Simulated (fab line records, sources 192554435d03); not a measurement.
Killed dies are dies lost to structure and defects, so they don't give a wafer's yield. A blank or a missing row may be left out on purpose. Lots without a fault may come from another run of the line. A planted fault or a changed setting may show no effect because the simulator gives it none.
Split-lot experiment | flow n5_finfet | 7 lots, 39 wafers read, on a route of 1938 steps

THE SPLIT
At N5_FIN_SAQP_HM_DEP_03 (deposits SiNx from SiH4/NH3/N2, target thk 38 nm, time 33.6 s), the setting time_s was moved away from the recipe's 33.6 s on 12 of the 39 wafers read, by -14.8% to +13.7%. The other wafers ran this setting at the recipe's value.

FROM THE SPLIT TO THE READING: what the file shows between them, 8 steps
- N5_FIN_SAQP_THK_MEAS_05
- N5_FIN_SAQP_SPACER2_ALD_28: deposits SiO2, target thk 8.1 nm, pulse time 1 s, purge time 2 s (also split here: temp_c)
- N5_FIN_SAQP_SPACER2_ETCHBACK_29: etches SiO2 in CHF3/O2, target depth 12.2 nm, time 6.1 s
- N5_FIN_SAQP_MANDREL2_REMOVE_60: chemistry HBr/Cl2/O2, target a-Si, stops on SiNx, bt time 10 s
- N5_FIN_SAQP_HM_OPEN_33: chemistry CH3F/O2, target SiNx, target depth 49.4 nm, time 70.6 s
- N5_FIN_SAQP_ETCH_34: etches SiO2 in C4F6/O2, target depth 45 nm, time 15 s
- N5_FIN_SAQP_STRIP_77: strips in N2/H2, time 90 s
- N5_FIN_SAQP_PRECLEAN_38: cleans in O3/DIW, time 45 s

THE READING
SiNx_of_FIN_SAQP_HM_DEP_03.thk_nm (the simulator's own value, which no gauge read), in nm, at N5_FIN_SAQP_PRECLEAN_45 (cleans in dHF, time 10 s). The file gives no usual value for it. The 27 wafers here that ran the recipe average 20.9 nm, standard deviation 0.55 nm.

wafer  | tool, chamber at the split | time_s as run, s | against the recipe | SiNx_of_FIN_SAQP_HM_DEP_03.thk_nm, nm | against lot-mates on the recipe
L080.1 | pecvd-01, 0                | 33.6             | recipe             | 20                                    | -
L080.2 | pecvd-01, 2                | 33.6             | recipe             | 21.2                                  | -
L080.4 | pecvd-01, 1                | 33.6             | recipe             | 21.2                                  | -
L080.3 | pecvd-01, 1                | 33.6             | recipe             | 20.8                                  | -
L080.5 | pecvd-01, 0                | 33.6             | recipe             | 20.2                                  | -
L080.6 | pecvd-01, 2                | 33.6             | recipe             | 22.2                                  | -
L084.1 | pecvd-01, 1                | 33.6             | recipe             | 21.2                                  | -
L084.2 | pecvd-01, 2                | 28.63            | -14.8%             | 15                                    | -5.5
L084.3 | pecvd-01, 0                | 33.6             | recipe             | 19.6                                  | -
L084.4 | pecvd-01, 2                | 33.6             | recipe             | 20.6                                  | -
L084.5 | pecvd-01, 0                | 28.63            | -14.8%             | 14.8                                  | -5.7
L084.6 | pecvd-01, 1                | 28.63            | -14.8%             | 15.4                                  | -5.1
L085.1 | pecvd-04, 2                | 33.6             | recipe             | 20.6                                  | -
L085.2 | pecvd-04, 1                | 33.6             | recipe             | 21                                    | -
L085.3 | pecvd-04, 0                | 33.6             | recipe             | 21                                    | -
L085.4 | pecvd-04, 0                | 33.6             | recipe             | 21.4                                  | -
L085.5 | pecvd-04, 1                | 33.6             | recipe             | 21.6                                  | -
L085.6 | pecvd-04, 2                | 33.6             | recipe             | 21.6                                  | -
L090.1 | pecvd-04, 0                | 37.59            | +11.9%             | 25.2                                  | +4.0
L090.2 | pecvd-04, 1                | 37.59            | +11.9%             | 25.4                                  | +4.2
L090.3 | pecvd-04, 2                | 33.6             | recipe             | 21                                    | -
L090.4 | pecvd-04, 0                | 33.6             | recipe             | 21.4                                  | -
L090.5 | pecvd-04, 2                | 37.59            | +11.9%             | 26                                    | +4.8
L090.6 | pecvd-04, 1                | 33.6             | recipe             | 21.2                                  | -
L091.1 | pecvd-04, 0                | 33.6             | recipe             | 20.8                                  | -
L091.3 | pecvd-04, 2                | 33.6             | recipe             | 20.8                                  | -
L091.2 | pecvd-04, 1                | 38.2             | +13.7%             | 26.2                                  | +5.3
L091.4 | pecvd-04, 0                | 38.2             | +13.7%             | 27                                    | +6.1
L091.5 | pecvd-04, 1                | 33.6             | recipe             | 21                                    | -
L091.6 | pecvd-04, 2                | 38.2             | +13.7%             | 27.2                                  | +6.3
L095.1 | pecvd-01, 2                | 33.6             | recipe             | 20.4                                  | -
L095.2 | pecvd-01, 0                | 30.48            | -9.3%              | 17.8                                  | -3.2
L095.3 | pecvd-01, 1                | 33.6             | recipe             | 21                                    | -
L095.4 | pecvd-01, 2                | 33.6             | recipe             | 21.6                                  | -
L095.5 | pecvd-01, 0                | 30.48            | -9.3%              | 18.4                                  | -2.6
L095.6 | pecvd-01, 1                | 30.48            | -9.3%              | 18.6                                  | -2.4
L096.2 | pecvd-01, 0                | 33.6             | recipe             | 20.8                                  | -
L096.5 | pecvd-01, 2                | 33.6             | recipe             | 20.2                                  | -
L096.6 | pecvd-01, 1                | 33.6             | recipe             | 21.2                                  | -

THE FIT
A straight line over all 39 wafers: SiNx_of_FIN_SAQP_HM_DEP_03.thk_nm changes by +0.389 nm for each +1% of time_s; r = +0.98; the points scatter about the line by 0.58 nm.
The same after taking each lot's own level away (the mean of its wafers on the recipe; 39 wafers): +0.375 nm for each +1%; r = +0.98; scatter 0.55 nm.
On that fit, the largest move of time_s shifts the reading by 5.6 nm.
The lots' own levels span 20.47 to 21.20 nm, that is 1.3 times the standard deviation above.
So the lot-to-lot level changes the slope little: the two slopes agree.
Check: with one of the wafers moved furthest among these (-14.8%) left out of the fit, the line predicts -5.42 nm for it against its lot-mates. It came out at -5.47 nm against them.

OTHER SPLITS ON THESE WAFERS
These wafers also went through other splits before the reading. Each is held against what the fit with the lots' levels taken away leaves over:
other split on the same wafers    | wafers away from the commonest value | r with SiNx_of_FIN_SAQP_HM_DEP_03.thk_nm (lot level and that fit taken away)
N5_FIN_SAQP_SPACER2_ALD_28 temp_c | 12                                   | -0.24

THE WHOLE CHAIN: every reading that the file lists as answering this split, in the file's order
step                    | what it does                                                      | reading                                                                            | change (the file's fit)               | r (the file's)
N5_FIN_SAQP_HM_DEP_03   | deposits SiNx from SiH4/NH3/N2, target thk 38 nm, time 33.6 s     | SiNx_of_FIN_SAQP_HM_DEP_03.thk_nm (the simulator's own value, which no gauge read) | +0.371 nm for each +1% of the setting | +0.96
N5_FIN_SAQP_THK_MEAS_05 |                                                                   | thk_nm                                                                             | withheld for each +1% of the setting  | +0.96
N5_FIN_SAQP_HM_OPEN_33  | chemistry CH3F/O2, target SiNx, target depth 49.4 nm, time 70.6 s | etch_rf_on_time_s                                                                  | withheld for each +1% of the setting  | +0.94
N5_FIN_SAQP_HM_OPEN_33  | chemistry CH3F/O2, target SiNx, target depth 49.4 nm, time 70.6 s | etch.depth_nm (the simulator's own value, which no gauge read)                     | +0.367 nm for each +1% of the setting | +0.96
N5_FIN_SAQP_PRECLEAN_45 | cleans in dHF, time 10 s                                          | SiNx_of_FIN_SAQP_HM_DEP_03.thk_nm (the simulator's own value, which no gauge read) | +0.376 nm for each +1% of the setting | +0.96

THE FILE'S OWN FIT
SiNx_of_FIN_SAQP_HM_DEP_03.thk_nm changes by +0.376 nm for each +1% of time_s, r = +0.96.
